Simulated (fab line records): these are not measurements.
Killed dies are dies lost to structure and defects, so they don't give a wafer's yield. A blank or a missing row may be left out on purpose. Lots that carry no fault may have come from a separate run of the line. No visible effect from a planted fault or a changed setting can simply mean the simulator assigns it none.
Lot-split experiment + flow n5 finfet + 7 lots, 39 wafers read, on a route of 1938 steps

== THE SPLIT ==
At N5_MOL_CONTACT_COAG_ETCH_67 (etches SOC in N2/H2, target depth 60 nm, overetch 21 nm, time 101.2 s), the setting target depth a was moved away from the recipe's 600 angstrom on 15 of the 39 wafers read, by -38.8% to +56.7%. For the rest of the wafers, this setting stayed at what the recipe calls for.

Reading taken at the split's own step.

== THE READING ==
oes product au, in a.u., at N5_MOL_CONTACT_COAG_ETCH_67 (etches SOC in N2/H2, target depth 60 nm, overetch 21 nm, time 101.2 s). A value of 0.68 a.u. with a standard deviation of 0.048 a.u. is what fault-free wafers of this fab line usually give.

| wafer  | tool, chamber at the split | target depth a as run, angstrom | against the recipe | oes product au, a.u. | against lot-mates on the recipe |
|--------|----------------------------|---------------------------------|--------------------|----------------------|---------------------------------|
| L076.1 | rie diel-05, 3             | 600                             | recipe             | 0.73                 | -                               |
| L076.2 | rie diel-05, 0             | 393                             | -34.5%             | 0.83                 | +0.09                           |
| L076.3 | rie diel-05, 2             | 600                             | recipe             | 0.75                 | -                               |
| L076.4 | rie diel-05, 1             | 393                             | -34.5%             | 0.86                 | +0.12                           |
| L076.5 | rie diel-05, 3             | 600                             | recipe             | 0.73                 | -                               |
| L076.6 | rie diel-05, 2             | 393                             | -34.5%             | 0.88                 | +0.14                           |
| L078.1 | rie diel-05, 3             | 600                             | recipe             | 0.73                 | -                               |
| L078.2 | rie diel-05, 2             | 367.3                           | -38.8%             | 0.90                 | +0.18                           |
| L078.3 | rie diel-05, 1             | 367.3                           | -38.8%             | 0.87                 | +0.15                           |
| L078.4 | rie diel-05, 0             | 600                             | recipe             | 0.70                 | -                               |
| L078.5 | rie diel-05, 1             | 600                             | recipe             | 0.72                 | -                               |
| L078.6 | rie diel-05, 0             | 367.3                           | -38.8%             | 0.84                 | +0.12                           |
| L074.1 | rie diel-03, 0             | 600                             | recipe             | 0.64                 | -                               |
| L074.2 | rie diel-03, 2             | 385.4                           | -35.8%             | 0.77                 | +0.15                           |
| L074.3 | rie diel-03, 3             | 600                             | recipe             | 0.59                 | -                               |
| L074.4 | rie diel-03, 2             | 385.4                           | -35.8%             | 0.77                 | +0.15                           |
| L074.5 | rie diel-03, 3             | 385.4                           | -35.8%             | 0.70                 | +0.08                           |
| L074.6 | rie diel-03, 0             | 600                             | recipe             | 0.64                 | -                               |
| L081.1 | rie diel-05, 1             | 940.1                           | +56.7%             | 0.60                 | -0.12                           |
| L081.2 | rie diel-05, 3             | 600                             | recipe             | 0.73                 | -                               |
| L081.3 | rie diel-05, 2             | 600                             | recipe             | 0.74                 | -                               |
| L081.4 | rie diel-05, 0             | 600                             | recipe             | 0.70                 | -                               |
| L081.5 | rie diel-05, 1             | 940.1                           | +56.7%             | 0.60                 | -0.12                           |
| L081.6 | rie diel-05, 0             | 940.1                           | +56.7%             | 0.58                 | -0.14                           |
| L083.1 | rie diel-05, 2             | 600                             | recipe             | 0.72                 | -                               |
| L083.2 | rie diel-05, 3             | 600                             | recipe             | 0.72                 | -                               |
| L083.3 | rie diel-05, 1             | 600                             | recipe             | 0.71                 | -                               |
| L083.4 | rie diel-05, 1             | 600                             | recipe             | 0.72                 | -                               |
| L083.5 | rie diel-05, 3             | 600                             | recipe             | 0.72                 | -                               |
| L083.6 | rie diel-05, 2             | 600                             | recipe             | 0.72                 | -                               |
| L084.1 | rie diel-01, 3             | 600                             | recipe             | 0.60                 | -                               |
| L084.2 | rie diel-01, 1             | 600                             | recipe             | 0.73                 | -                               |
| L084.3 | rie diel-01, 2             | 600                             | recipe             | 0.61                 | -                               |
| L084.4 | rie diel-01, 0             | 428.3                           | -28.6%             | 0.79                 | +0.14                           |
| L084.5 | rie diel-01, 2             | 428.3                           | -28.6%             | 0.71                 | +0.06                           |
| L084.6 | rie diel-01, 3             | 428.3                           | -28.6%             | 0.69                 | +0.04                           |
| L092.1 | rie diel-05, 1             | 600                             | recipe             | 0.69                 | -                               |
| L092.4 | rie diel-05, 2             | 600                             | recipe             | 0.70                 | -                               |
| L092.5 | rie diel-05, 3             | 600                             | recipe             | 0.70                 | -                               |

THE FIT
A straight line over all 39 wafers: oes product au changes by -0.00251 a.u. for each +1% of target depth a; r = -0.76; the points scatter about the line by 0.053 a.u.
The same after taking each lot's own level away (the mean of its wafers on the recipe; 39 wafers): -0.00294 a.u. for each +1%; r = -0.92; scatter 0.03 a.u.
On that fit, the largest move of target depth a shifts the reading by 0.17 a.u.
From 0.623 to 0.737 a.u.: that is the span of the lots' own levels, equal to 2.4 times the standard deviation above.
So the lot-to-lot level blurs the effect unless lot-mates are compared.
Check: with one of the wafers moved furthest among these (+56.7%) left out of the fit, the line predicts -0.167 a.u. for it against its lot-mates. Against them it came out at -0.123 a.u.
Tool readings at the split's step, against how far the setting was moved: oes product au r = -0.76.

== ADDITIONAL SPLITS CARRIED BY THESE WAFERS ==
Note: prior to the reading, these wafers also went through further splits. Each is held against what the fit with the lots' levels taken away leaves over:
| other split on the same wafers          | wafers away from the commonest value | r with oes product au (lot level and that fit taken away) |
|-----------------------------------------|--------------------------------------|-----------------------------------------------------------|
| N5_ZERO_LAYER_DEVELOP_10 develop time s | 12                                   | +0.02                                                     |
| N5_SD_EPI_N_EPI_21 time s               | 15                                   | +0.12                                                     |
| N5_HKMG_FIN_HK_ALD_01 ald cycles        | 15                                   | -0.25                                                     |

== THE WHOLE CHAIN: every reading that the file lists as answering this split, in the file's order ==
| step                        | what it does                                                          | reading                                                                                   | change (the file's fit)                   | r (the file's) |
|-----------------------------|-----------------------------------------------------------------------|-------------------------------------------------------------------------------------------|-------------------------------------------|----------------|
| N5_MOL_CONTACT_COAG_ETCH_67 | etches SOC in N2/H2, target depth 60 nm, overetch 21 nm, time 101.2 s | oes product au                                                                            | -0.00297 a.u. for each +1% of the setting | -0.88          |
| N5_MOL_CONTACT_COAG_ETCH_67 | etches SOC in N2/H2, target depth 60 nm, overetch 21 nm, time 101.2 s | SiARC_of_MOL_CONTACT_COAG_COAT_63.thk nm (the simulator's own value, which no gauge read) | -0.0297 nm for each +1% of the setting    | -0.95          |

== THE FILE'S OWN FIT ==
oes product au changes by -0.00297 a.u. for each +1% of target depth a, r = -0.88.
